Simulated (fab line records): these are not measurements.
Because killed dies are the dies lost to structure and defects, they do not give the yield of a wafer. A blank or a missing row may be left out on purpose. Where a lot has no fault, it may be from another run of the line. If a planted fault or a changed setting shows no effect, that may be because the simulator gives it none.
Problem report in the 8D (eight disciplines) form, filled by code / flow nandHarc / the parts of the form that need people (team, actions taken, sign-off) are left out

## 1. THE PROBLEM
At NHARC_THIN_TSV_INSPECT_40, rawDefectCount averages 1416 over 3 wafers from 2 lots, while fault-free wafers read 461, standard deviation 76. That puts it +13 standard deviations away from the usual mean.
Earliest sighting: wafer L978.2 on defectInspect-02 at day 21 23:20. Wafers with a number at this step in the record: 36, from 12 lots. Rule for "out", or "out of limits": more than 4 standard deviations from the usual mean. Any other wafer with a number is counted as sound.

## 2. WHAT THIS IS AND IS NOT
question=which readings at this step | is=rawDefectCount | is not=-
question=which lots | is=L978, L981 | is not=L967, L968, L969, L971, L973, L976, L977, L986, L987, L988
question=which wafers of those lots | is=L978.2, L978.5, L981.6 | is not=L978.4, L981.1, L981.3
question=read on which gauges | is=defectInspect-02 | is not=defectInspect-01
question=when | is=from day 21 23:20 | is not=up to then (22 sound wafers); but 11 sound wafers of L981, L986, L987, L988 came after

## 3. WHAT RULES OUT EACH SUSPECT
Counting: any tool at a process step up to the reading remains a suspect provided it ran every lot that is out. Sound lots after the first of them don't rule it out here, since some wafers of a struck lot are sound.
- ruled out: the gauge at NHARC_THIN_TSV_INSPECT_40. All the wafers that are out were read on defectInspect-02, but those of them that NHARC_END_SORT_01 has rows for are out there too, on other tools.
- plasmaAsher-01 at NHARC_THIN_TSV_STRIP_56 (strips in O2): kept. Every lot that is out went through it, the first being L978 (day 21 20:22); the last sound lot it ran before that was L976 (day 21 18:06).
- At NHARC_THIN_TSV_STRIP_56 on plasmaAsher-01, chamber 1 took the sound wafers of the same lots and chamber 0 took the wafers that are out.
The count leaves plasmaAsher-01 at NHARC_THIN_TSV_STRIP_56.

## 4. THE CAUSE (what the simulator had put in)
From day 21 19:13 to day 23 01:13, plasmaAsher-01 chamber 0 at NHARC_THIN_TSV_STRIP_56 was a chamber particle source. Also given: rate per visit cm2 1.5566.
Counting left only this tool.

## 5. THE EFFECT CHAIN, in route order
One row per reading whose mean, taken over the struck wafers that have a number, lies over 3 standard deviations from the usual. Only readings for which the record gives a usual standard deviation are gone through. hours: the time from each lot's start at the first step in this table that gives one to its start at this step, as a median over the lots. sigmas: the change in usual standard deviations.
hours=0; step=NHARC_THIN_TSV_INSPECT_40; reading=rawDefectCount; usual=461; on struck wafers=1416; change=+955; sigmas=+13
hours=10; step=NHARC_END_SORT_01; reading=defectLimitedYield; usual=95.7 %; on struck wafers=84.2; change=-11.5; sigmas=-7.7
hours=10; step=NHARC_END_SORT_01; reading=killedAtOther; usual=0.6; on struck wafers=84.3; change=+83.7; sigmas=+92
hours=10; step=NHARC_END_SORT_01; reading=killedDies; usual=29; on struck wafers=107; change=+78; sigmas=+7.8
hours=10; step=NHARC_END_SORT_01; reading=sort_bin_2_pct; usual=1.3 %; on struck wafers=5.6; change=+4.3; sigmas=+7.0
hours=10; step=NHARC_END_SORT_01; reading=sort_bin_3_pct; usual=0.26 %; on struck wafers=4.92; change=+4.66; sigmas=+25
hours=10; step=NHARC_END_SORT_01; reading=sortNPass; usual=648; on struck wafers=570; change=-78; sigmas=-7.8
hours=10; step=NHARC_END_SORT_01; reading=sortYieldPct; usual=95.7 %; on struck wafers=84.2; change=-11.5; sigmas=-7.7

## 6. HOW IT WOULD HAVE BEEN CAUGHT EARLIER
Counted from the fault's start at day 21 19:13, it took 4 hours until the first out-of-limits reading at a measuring or inspecting step in this record, taken at day 21 23:20.
An alarm limit of 4 standard deviations would not have fired on the tool readings at NHARC_THIN_TSV_STRIP_56 for which the record gives a usual standard deviation, since none of them was out on any struck wafer.
L981, from the lots that are out (2), started NHARC_THIN_TSV_STRIP_56 on plasmaAsher-01 later than day 21 23:20. Putting the tool on hold at that point would have spared it.
